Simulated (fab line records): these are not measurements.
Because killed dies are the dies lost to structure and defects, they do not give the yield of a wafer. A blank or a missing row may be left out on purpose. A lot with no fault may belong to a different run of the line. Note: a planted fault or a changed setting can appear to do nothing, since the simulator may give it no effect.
Matching of chambers    flow n5-finfet    rie-diel-05 running N5_BEOL_M13_ETCH_67: 4 sister chambers
The step etches SiARC in CF4, target depth 143 nm, time 238.3 s. 4 wafers are shown with their chamber, then 11 later ones without.

WAFERS, EACH WITH ITS CHAMBER
wafer   chamber  drypump-motor-current-A (A)
L089.6  0        6.7
L092.4  1        6.7
L092.6  3        5.0
L087.1  2        5.3

WAFERS WITH NO CHAMBER GIVEN
wafer   drypump-motor-current-A (A)
L087.2  6.7
L087.3  6.7
L096.1  6.7
L096.4  5.3
L096.5  6.7
L097.1  6.7
L097.3  6.7
L097.6  6.7
L086.3  6.7
L086.4  4.9
L086.5  5.3

THE CHAMBER EACH PASSED THROUGH
wafer   from the rows above      in truth
L087.2  can't be placed: 0 or 1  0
L087.3  can't be placed: 0 or 1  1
L096.1  can't be placed: 0 or 1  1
L096.4  2                        2
L096.5  can't be placed: 0 or 1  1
L097.1  can't be placed: 0 or 1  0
L097.3  can't be placed: 0 or 1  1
L097.6  can't be placed: 0 or 1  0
L086.3  can't be placed: 0 or 1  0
L086.4  3                        3
L086.5  2                        2
Placed correctly: 3 of 11. Not placeable from these rows: 8 (in 8, the candidates include the true chamber). Wrongly placed: 0.
How it was worked out, from the rows above alone: a wafer's distance from a chamber is the root of the sum, over the readings, of the square of ((its reading less the chamber's mean) divided by the reading's scatter). The wafer belongs to the nearest chamber; if the next one is less than 2 further off, it can't be placed. Each chamber's mean is taken over the wafers shown for it. The scatter: with one shown wafer a chamber, the root of the mean of the squares of how far each hidden wafer lies from its nearest shown one.
